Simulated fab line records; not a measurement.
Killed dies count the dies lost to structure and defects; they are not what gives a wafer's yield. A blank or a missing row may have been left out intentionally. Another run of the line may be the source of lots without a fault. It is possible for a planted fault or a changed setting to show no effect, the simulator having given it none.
Matching of chambers :: flow nand harc :: rie diel-06 running NHARC_A_STAIRCASE_DESCUM_186: 4 sister chambers
The step chemistry O2, time 3 s. 7 wafers are shown with their chamber, then 7 later ones without.

== EACH WAFER AND ITS CHAMBER ==
wafer: L079.4
chamber: 2
showerhead plenum p Torr (Torr): 1.95
drypump motor current A (A): 6.4

wafer: L079.5
chamber: 0
showerhead plenum p Torr (Torr): 1.90
drypump motor current A (A): 6.0

wafer: L085.2
chamber: 1
showerhead plenum p Torr (Torr): 2.06
drypump motor current A (A): 6.4

wafer: L085.3
chamber: 0
showerhead plenum p Torr (Torr): 1.89
drypump motor current A (A): 6.0

wafer: L085.4
chamber: 2
showerhead plenum p Torr (Torr): 1.95
drypump motor current A (A): 6.5

wafer: L088.2
chamber: 3
showerhead plenum p Torr (Torr): 2.02
drypump motor current A (A): 6.5

wafer: L088.3
chamber: 1
showerhead plenum p Torr (Torr): 2.06
drypump motor current A (A): 6.4

== WAFERS MISSING THEIR CHAMBER ==
wafer: L088.6
showerhead plenum p Torr (Torr): 2.06
drypump motor current A (A): 6.4

wafer: L091.1
showerhead plenum p Torr (Torr): 1.94
drypump motor current A (A): 6.5

wafer: L091.3
showerhead plenum p Torr (Torr): 2.05
drypump motor current A (A): 6.4

wafer: L091.4
showerhead plenum p Torr (Torr): 1.88
drypump motor current A (A): 6.0

wafer: L097.1
showerhead plenum p Torr (Torr): 2.01
drypump motor current A (A): 6.5

wafer: L097.4
showerhead plenum p Torr (Torr): 1.94
drypump motor current A (A): 6.5

wafer: L097.5
showerhead plenum p Torr (Torr): 1.88
drypump motor current A (A): 6.0

== WHICH CHAMBER EACH WENT THROUGH ==
wafer: L088.6
from the rows above: 1
in truth: 1

wafer: L091.1
from the rows above: 2
in truth: 2

wafer: L091.3
from the rows above: 1
in truth: 1

wafer: L091.4
from the rows above: 0
in truth: 0

wafer: L097.1
from the rows above: 3
in truth: 3

wafer: L097.4
from the rows above: 2
in truth: 2

wafer: L097.5
from the rows above: 0
in truth: 0
Correctly placed: 7 of 7. Left unplaced by these rows: 0. 0 placed wrongly.
How it was worked out, from the rows above alone: a wafer's distance from a chamber is the root of the sum, over the readings, of the square of ((its reading less the chamber's mean) divided by the reading's scatter). If the next closest chamber is less than 2 further off than the closest, the wafer can't be placed; otherwise it belongs to the closest. A chamber's mean is the mean of its shown wafers. The scatter: the root of (the sum of the squares of (reading less its chamber's mean) over the shown wafers, divided by (wafers less chambers)).
